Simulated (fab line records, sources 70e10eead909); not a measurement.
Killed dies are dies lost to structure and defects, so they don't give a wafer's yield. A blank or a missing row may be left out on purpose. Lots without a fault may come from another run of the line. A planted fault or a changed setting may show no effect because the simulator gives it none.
Chamber matching | flow nand_harc | NHARC_A_STAIRCASE_ETCH_253 on rie_diel-06: 4 sister chambers
The step etches the open film in C4F8/O2, target depth 50 nm, time 20.2 s. 18 wafers are shown with their chamber, then 9 later ones without.

WAFERS WITH THEIR CHAMBER
wafer  | chamber | rf_vpp_V (V) | rf_fwd_power_W (W) | oes_product_au (a.u.)
L075.2 | 1       | 889          | 591                | 0.980
L075.4 | 0       | 889          | 586                | 0.970
L075.5 | 3       | 900          | 587                | 0.974
L077.1 | 2       | 888          | 584                | 0.959
L077.4 | 0       | 889          | 584                | 0.948
L077.5 | 1       | 889          | 587                | 0.951
L081.2 | 3       | 901          | 590                | 0.926
L081.4 | 1       | 890          | 591                | 0.937
L081.6 | 1       | 889          | 589                | 0.928
L086.2 | 1       | 889          | 587                | 0.976
L086.3 | 0       | 887          | 586                | 0.974
L086.5 | 2       | 888          | 584                | 0.939
L088.1 | 2       | 888          | 585                | 0.922
L088.3 | 1       | 889          | 590                | 0.944
L088.6 | 0       | 888          | 584                | 0.950
L091.3 | 1       | 890          | 590                | 0.963
L091.4 | 2       | 887          | 583                | 0.934
L091.5 | 1       | 888          | 592                | 0.949

SIGNATURES (means of the wafers above)
reading        | chamber 0 | chamber 1 | chamber 2 | chamber 3 | scatter within a chamber
rf_vpp_V       | 888.25    | 889.12    | 887.75    | 900.50    | 0.701
rf_fwd_power_W | 585.00    | 589.62    | 584.00    | 588.50    | 1.57
oes_product_au | 0.96050   | 0.95350   | 0.93850   | 0.95000   | 0.0184
Rule: a wafer's distance from a chamber is the root of the sum, over the readings, of the square of ((its reading less the chamber's mean) divided by the reading's scatter). The wafer belongs to the nearest chamber; if the next one is less than 2 further off, it can't be placed. The scatter: the root of (the sum of the squares of (reading less its chamber's mean) over the shown wafers, divided by (wafers less chambers)).

WAFERS WITHOUT THEIR CHAMBER
wafer  | rf_vpp_V (V) | rf_fwd_power_W (W) | oes_product_au (a.u.)
L090.1 | 887          | 583                | 0.964
L090.4 | 888          | 586                | 0.984
L090.5 | 888          | 583                | 0.953
L092.3 | 900          | 587                | 0.957
L092.5 | 887          | 586                | 0.969
L092.6 | 888          | 588                | 0.968
L097.1 | 888          | 583                | 0.927
L097.2 | 887          | 583                | 0.921
L097.6 | 900          | 589                | 0.908

WHICH CHAMBER EACH WENT THROUGH
wafer  | from the rows above          | in truth
L090.1 | can't be placed: 2 or 0      | 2
L090.4 | can't be placed: 0 or 2 or 1 | 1
L090.5 | can't be placed: 2 or 0      | 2
L092.3 | 3                            | 3
L092.5 | can't be placed: 0 or 2 or 1 | 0
L092.6 | can't be placed: 0 or 1 or 2 | 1
L097.1 | can't be placed: 2 or 0      | 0
L097.2 | can't be placed: 2 or 0      | 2
L097.6 | 3                            | 3
Placed correctly: 2 of 9. Can't be placed from these rows: 7 (the true chamber is among the candidates in 7). Placed wrongly: 0.
